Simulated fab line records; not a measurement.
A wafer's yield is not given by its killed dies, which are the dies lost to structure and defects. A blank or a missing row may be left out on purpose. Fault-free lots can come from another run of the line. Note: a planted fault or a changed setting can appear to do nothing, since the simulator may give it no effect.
Which tool was responsible? ; flow nand harc ; 11 lots with 33 wafers sampled at 7 steps, on a route of 1159 steps

WHAT THE GAUGES SHOWED, per wafer
NHARC_P_M0_CD_MEAS_09 targets a cd of 90 nm. Usual: cd nm 90.0 nm, standard deviation 0.6.
lot;measured;on;cd nm (nm);flag
L401;day 6 06:29;cd sem-02;90.0 89.5 89.4;
L405;day 7 05:38;cd sem-03;90.4 89.7 91.1;
L406;day 7 06:32;cd sem-03;90.7 89.6 89.3;
L408;day 7 16:18;cd sem-02;90.0 90.9 90.2;
L411;day 8 13:16;cd sem-02;82.5 82.3 82.7;OFF
L412;day 9 00:58;cd sem-03;89.3 89.4 89.1;
L413;day 9 01:31;cd sem-02;81.8 83.3 82.4;OFF
L415;day 9 19:46;cd sem-03;90.9 89.9 89.5;
L418;day 10 11:08;cd sem-02;90.7 90.5 90.4;
L421;day 11 01:39;cd sem-01;89.7 88.7 89.3;
L422;day 11 06:16;cd sem-03;89.8 90.0 90.2;

NHARC_P_M0_CD_MEAS_16. Usual: cd nm 90.1 nm, standard deviation 0.77.
lot;measured;on;cd nm (nm);flag
L401;day 6 06:58;cd sem-02;90.7 90.1 89.4;
L405;day 7 06:10;cd sem-01;90.6 89.6 90.4;
L406;day 7 07:04;cd sem-02;91.1 89.7 90.4;
L408;day 7 16:47;cd sem-02;89.6 90.2 90.1;
L411;day 8 13:46;cd sem-01;82.2 82.0 83.0;OFF
L412;day 9 01:28;cd sem-01;89.8 89.8 90.1;
L413;day 9 02:27;cd sem-02;82.3 83.2 83.5;OFF
L415;day 9 20:14;cd sem-02;90.1 90.4 90.1;
L418;day 10 11:37;cd sem-02;90.5 89.6 90.4;
L421;day 11 02:08;cd sem-02;90.4 88.5 90.9;
L422;day 11 06:49;cd sem-01;90.0 89.7 88.7;

NHARC_END_SORT_01. Usual: defect limited yield 95.5 %, standard deviation 1.3; killed at array 27, standard deviation 8.8; killed at other 0.4, standard deviation 0.82; killed at periphery 3.1, standard deviation 2.1; killed dies 31, standard deviation 8.8; killed open 3.3, standard deviation 2; killed short 2.0, standard deviation 1.4; sort_bin_2_pct 1.3 %, standard deviation 0.56; sort_bin_3_pct 0.25 %, standard deviation 0.21; sort_bin_4_pct 2.9 %, standard deviation 0.89; sort n pass 646, standard deviation 8.8; sort rim yield pct 95.8 %, standard deviation 2.7; sort yield pct 95.5 %, standard deviation 1.3.
lot;measured;on;defect limited yield (%);killed at array;killed at other;killed at periphery;killed dies;killed open;killed short;sort_bin_2_pct (%);sort_bin_3_pct (%);sort_bin_4_pct (%);sort n pass;sort rim yield pct (%);sort yield pct (%);flag
L411;day 22 13:04;prober-02;97.5 96.6 96.3;9 18 19;0 0 0;8 5 6;17 23 25;2 2 10;3 0 1;1.0 0.7 1.0;0 0.44 0;1.5 2.2 2.7;660 654 652;97.2 96.2 94.3;97.5 96.6 96.3;
L413;day 22 01:23;prober-02;95.1 95.7 95.1;24 23 23;3 2 5;6 4 5;33 29 33;2 7 3;0 1 5;1.6 1.6 2.8;0 0.15 0.30;3.2 2.5 1.8;644 648 644;93.4 93.4 95.3;95.1 95.7 95.1;OFF

TOOL THAT RAN EACH LOT (tool first, then ch and the chambers of the sampled wafers, then the start)
lot;NHARC_P_M0_PEB_07;NHARC_P_M0_ETCH_34;NHARC_P_M0_DEGAS_28;NHARC_P_M0_PRE_CLEAN_29
L401;litho track-04 ch 0, day 6 06:24;rie diel-03 ch 0,3, day 6 06:45;pvd sputter-03, day 6 07:35;pvd sputter-03, no start
L405;litho track-04 ch 0, day 7 05:33;rie diel-05 ch 0,2,3, day 7 05:56;pvd sputter-03, day 7 06:52;pvd sputter-03, no start
L406;litho track-04 ch 0, day 7 06:28;rie diel-08 ch 1,2,3, day 7 06:50;pvd sputter-03, day 7 07:46;pvd sputter-03, no start
L408;litho track-04 ch 0, day 7 16:13;rie diel-05 ch 1,2,3, day 7 16:34;pvd sputter-03, day 7 17:24;pvd sputter-03, no start
L411;litho track-04 ch 0, day 8 13:11;rie diel-03 ch 2,3, day 8 13:33;pvd sputter-03, day 8 14:26;pvd sputter-03, day 22 13:04 or earlier
L412;litho track-06 ch 0, day 9 00:53;rie diel-08 ch 1,2,3, day 9 01:14;pvd sputter-03, day 9 02:08;pvd sputter-03, no start
L413;litho track-04 ch 0, day 9 01:26;rie diel-03 ch 2,3, day 9 01:48;pvd sputter-03, day 9 03:07;pvd sputter-03, day 22 01:23 or earlier
L415;litho track-06 ch 0, day 9 19:41;rie diel-03 ch 1,2, day 9 20:02;pvd sputter-01, day 9 20:52;pvd sputter-01, no start
L418;litho track-01 ch 0, day 10 11:04;rie diel-03 ch 0,2,3, day 10 11:25;pvd sputter-03, day 10 12:17;pvd sputter-03, no start
L421;litho track-06 ch 0, day 11 01:34;rie diel-08 ch 0,1,3, day 11 01:56;pvd sputter-03, day 11 02:46;pvd sputter-03, no start
L422;litho track-06 ch 0, day 11 06:11;rie diel-03 ch 0,2,3, day 11 06:35;pvd sputter-02, day 11 07:30;pvd sputter-02, no start
- NHARC_P_M0_PEB_07: peb time 65 s.
- NHARC_P_M0_ETCH_34: etches the open film in N2/H2, target depth 40 nm, overetch 12 nm, time 43.94 s.
- NHARC_P_M0_DEGAS_28: time 60 s.
- NHARC_P_M0_PRE_CLEAN_29: time 30 s.

WHAT THE TOOLS THEMSELVES READ (means of the sampled wafers that have a number; where no wafer has one, the mark that the record gives instead)
NHARC_P_M0_PEB_07. Usual: heater power total W 156.6 W, standard deviation 0.42; plate temp C 99.98 C, standard deviation 0.13.
lot;tool;heater power total W (W);plate temp C (C);flag
L401;litho track-04;156.7;99.98;
L405;litho track-04;156.8;99.91;
L406;litho track-04;156.8;99.82;
L408;litho track-04;156.8;100.04;
L411;litho track-04;152.4;98.10;OFF
L412;litho track-06;156.8;100.07;
L413;litho track-04;152.7;98.03;OFF
L415;litho track-06;156.6;100.03;
L418;litho track-01;157.0;99.96;
L421;litho track-06;156.6;100.24;
L422;litho track-06;156.7;99.93;

NHARC_P_M0_ETCH_34. Usual: drypump motor current A 5.6 A, standard deviation 0.58; oes product au 1.001 a.u., standard deviation 0.0086; rf vpp V 431.7 V, standard deviation 2; showerhead plenum p Torr 2.09 Torr, standard deviation 0.069; throttle valve pct 14.171 %, standard deviation 0.0086.
lot;tool;drypump motor current A (A);oes product au (a.u.);rf vpp V (V);showerhead plenum p Torr (Torr);throttle valve pct (%);flag
L401;rie diel-03;5.0;0.998;432.7;2.13;14.172;
L405;rie diel-05;5.8;1.011;433.5;2.11;14.175;
L406;rie diel-08;5.5;0.993;430.9;2.06;14.170;
L408;rie diel-05;6.0;1.011;431.5;2.10;14.170;
L411;rie diel-03;5.6;1.004;432.2;2.12;14.174;
L412;rie diel-08;5.5;1.000;430.6;2.06;14.169;
L413;rie diel-03;5.5;0.991;432.5;2.12;14.165;
L415;rie diel-03;5.5;0.989;432.6;2.10;14.181;
L418;rie diel-03;5.3;0.999;432.3;2.12;14.168;
L421;rie diel-08;5.7;1.003;430.4;2.02;14.175;
L422;rie diel-03;5.3;1.001;431.9;2.12;14.179;

NHARC_P_M0_DEGAS_28. Usual: heater power w 356 W, standard deviation 33.
lot;tool;heater power w (W);flag
L401;pvd sputter-03;354;
L405;pvd sputter-03;360;
L406;pvd sputter-03;348;
L408;pvd sputter-03;360;
L411;pvd sputter-03;357;
L412;pvd sputter-03;365;
L413;pvd sputter-03;360;
L415;pvd sputter-01;357;
L418;pvd sputter-03;338;
L421;pvd sputter-03;367;
L422;pvd sputter-02;350;

NHARC_P_M0_PRE_CLEAN_29. Usual: heater power w 432 W, standard deviation 40.
lot;tool;heater power w (W);flag
L401;pvd sputter-03;406;
L405;pvd sputter-03;429;
L406;pvd sputter-03;463;
L408;pvd sputter-03;440;
L411;pvd sputter-03;411;
L412;pvd sputter-03;464;
L413;pvd sputter-03;404;
L415;pvd sputter-01;422;
L418;pvd sputter-03;408;
L421;pvd sputter-03;480;
L422;pvd sputter-02;421;

THE ANSWER, worked out from the rows above alone
Rule: a lot counts as off when the mean over its wafers that have a number is more than 3 standard deviations away from the usual mean. Also off: a lot with no number at a reading for which 4 or more lots have one. The other lots that the step has rows for count as sound. After the gauges, taken in route order, come the tools' own readings; for these a lot's mean is taken, as printed above. At the first step where some lot is off, the reading lying furthest off is the one used; lots without a number count as furthest.
Off, at NHARC_P_M0_CD_MEAS_09 on cd nm: L411, L413.
If a tool, at a process step before that reading, ran all the lots that are off and no sound lot after the first of them, it fits. The gauges at NHARC_P_M0_CD_MEAS_09 aren't tried: what is off there is off at NHARC_P_M0_PEB_07 too, on other tools, and a gauge's error can't cause that. One fits: NHARC_P_M0_PEB_07 on litho track-04. Its last sound lot is L408 (day 7 16:13), its first lot that is off L411 (day 8 13:11): a fault that began between those two fits.
The tool's own readings at NHARC_P_M0_PEB_07 bear it out: on the lots that are off they differ by more than 5 times the standard deviation of the sound lots' means. heater power total W reads 152.6 W there against 156.8 W on the sound lots; plate temp C reads 98.06 C there against 100.00 C on the sound lots.

WHAT THE SIMULATOR HAD INSERTED
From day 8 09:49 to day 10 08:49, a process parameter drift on litho track-04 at NHARC_P_M0_PEB_07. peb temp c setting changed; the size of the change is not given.
Struck lots among those shown: L411, L413. The same result came from the rule above.
